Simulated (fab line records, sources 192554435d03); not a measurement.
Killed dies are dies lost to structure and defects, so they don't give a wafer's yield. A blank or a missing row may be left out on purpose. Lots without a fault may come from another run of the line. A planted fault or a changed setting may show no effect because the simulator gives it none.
Split-lot experiment | flow n5_finfet | 7 lots, 39 wafers read, on a route of 1938 steps

THE SPLIT
At N5_STI_FIN_REVEAL_ETCHBACK_08 (etches SiO2 in C4F6/O2, target depth 30.5 nm, time 10.167 s), the setting target_depth_a was moved away from the recipe's 305 angstrom on 9 of the 39 wafers read, by -53.6% to +57.9%. The other wafers ran this setting at the recipe's value.

FROM THE SPLIT TO THE READING: what the file shows between them, 3 steps
- N5_STI_FIN_REVEAL_STRIP_24: strips in N2/H2, time 90 s
- N5_STI_FIN_REVEAL_PRECLEAN_25: cleans in SPM, time 90 s
- N5_STI_FIN_REVEAL_SRD_23: time 30 s

THE READING
trench_depth_nm, in nm, at N5_STI_FIN_REVEAL_FIN_H_MEAS_10. Fault-free wafers of this fab line usually give 51.7 nm, standard deviation 0.8 nm.

wafer  | tool, chamber at the split | target_depth_a as run, angstrom | against the recipe | trench_depth_nm, nm | against lot-mates on the recipe
L075.1 | rie_diel-05, 0,2,3         | 481.6                           | +57.9%             | 69.0                | +17.7
L075.2 | rie_diel-05, 0,2,3         | 481.6                           | +57.9%             | 70.9                | +19.6
L075.3 | rie_diel-05, 3,1,2         | 305                             | recipe             | 50.5                | -
L075.4 | rie_diel-05, 3,1,2         | 305                             | recipe             | 51.1                | -
L075.5 | rie_diel-05, 0,2,3         | 481.6                           | +57.9%             | 67.9                | +16.6
L075.6 | rie_diel-05, 3,1,2         | 305                             | recipe             | 52.4                | -
L076.2 | rie_diel-03, 0,2,3         | 305                             | recipe             | 52.1                | -
L076.4 | rie_diel-03, 0,2,3         | 305                             | recipe             | 52.0                | -
L076.5 | rie_diel-03, 0,2,3         | 305                             | recipe             | 52.2                | -
L082.1 | rie_diel-06, 0,2,3,1,1,2   | 305                             | recipe             | 52.4                | -
L082.2 | rie_diel-06, 0,2,3,1,1,2   | 305                             | recipe             | 52.2                | -
L082.3 | rie_diel-06, 0,2,3,1,1,2   | 305                             | recipe             | 51.2                | -
L082.4 | rie_diel-06, 0,2,3,1,1,2   | 305                             | recipe             | 51.1                | -
L082.5 | rie_diel-06, 0,2,3,1,1,2   | 305                             | recipe             | 52.0                | -
L082.6 | rie_diel-06, 0,2,3,1,1,2   | 305                             | recipe             | 52.2                | -
L091.1 | rie_diel-06, 3,0,0         | 141.4                           | -53.6%             | 34.9                | -16.0
L091.2 | rie_diel-06, 2,1,3         | 305                             | recipe             | 51.4                | -
L091.3 | rie_diel-06, 3,0,0         | 141.4                           | -53.6%             | 35.2                | -15.7
L091.4 | rie_diel-06, 2,1,3         | 305                             | recipe             | 50.0                | -
L091.5 | rie_diel-06, 2,1,3         | 305                             | recipe             | 51.3                | -
L091.6 | rie_diel-06, 3,0,0         | 141.4                           | -53.6%             | 35.2                | -15.7
L093.1 | rie_diel-06, 2,0,1,3,2,1   | 305                             | recipe             | 52.5                | -
L093.2 | rie_diel-06, 2,0,1,3,2,1   | 305                             | recipe             | 52.4                | -
L093.3 | rie_diel-06, 2,0,1,3,2,1   | 305                             | recipe             | 51.0                | -
L093.4 | rie_diel-06, 2,0,1,3,2,1   | 305                             | recipe             | 52.4                | -
L093.5 | rie_diel-06, 2,0,1,3,2,1   | 305                             | recipe             | 51.7                | -
L093.6 | rie_diel-06, 2,0,1,3,2,1   | 305                             | recipe             | 51.0                | -
L094.1 | rie_diel-03, 1,3,2         | 305                             | recipe             | 52.6                | -
L094.2 | rie_diel-03, 2,3,1         | 249.2                           | -18.3%             | 47.0                | -4.9
L094.3 | rie_diel-03, 2,3,1         | 249.2                           | -18.3%             | 44.8                | -7.1
L094.4 | rie_diel-03, 1,3,2         | 305                             | recipe             | 51.0                | -
L094.5 | rie_diel-03, 2,3,1         | 249.2                           | -18.3%             | 46.7                | -5.2
L094.6 | rie_diel-03, 1,3,2         | 305                             | recipe             | 52.2                | -
L096.1 | rie_diel-06, 2,1,0,3,1,0   | 305                             | recipe             | 51.5                | -
L096.2 | rie_diel-06, 2,1,0,3,1,0   | 305                             | recipe             | 50.1                | -
L096.3 | rie_diel-06, 2,1,0,3,1,0   | 305                             | recipe             | 51.7                | -
L096.4 | rie_diel-06, 2,1,0,3,1,0   | 305                             | recipe             | 51.4                | -
L096.5 | rie_diel-06, 2,1,0,3,1,0   | 305                             | recipe             | 50.0                | -
L096.6 | rie_diel-06, 2,1,0,3,1,0   | 305                             | recipe             | 52.1                | -
Where a row lists several chambers, the file gives one row for several wafers and doesn't say which wafer went through which chamber.

THE FIT
A straight line over all 39 wafers: trench_depth_nm changes by +0.306 nm for each +1% of target_depth_a; r = +0.99; the points scatter about the line by 0.82 nm.
The same after taking each lot's own level away (the mean of its wafers on the recipe; 39 wafers): +0.303 nm for each +1%; r = +0.99; scatter 0.75 nm.
On that fit, the largest move of target_depth_a shifts the reading by 18 nm.
The lots' own levels span 50.90 to 52.10 nm, that is 1.5 times the standard deviation above.
So the lot-to-lot level changes the slope little: the two slopes agree.
Check: with one of the wafers moved furthest among these (+57.9%) left out of the fit, the line predicts +17.6 nm for it against its lot-mates. It came out at +17.7 nm against them.

OTHER SPLITS ON THESE WAFERS
These wafers also went through other splits before the reading. Each is held against what the fit with the lots' levels taken away leaves over:
other split on the same wafers             | wafers away from the commonest value | r with trench_depth_nm (lot level and that fit taken away)
N5_ZERO_LAYER_ETCH_18 target_depth_a       | 15                                   | +0.13
N5_FIN_SAQP_MANDREL_ETCH_22 target_depth_a | 15                                   | -0.19

THE FILE'S OWN FIT
trench_depth_nm changes by +0.303 nm for each +1% of target_depth_a, r = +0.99.
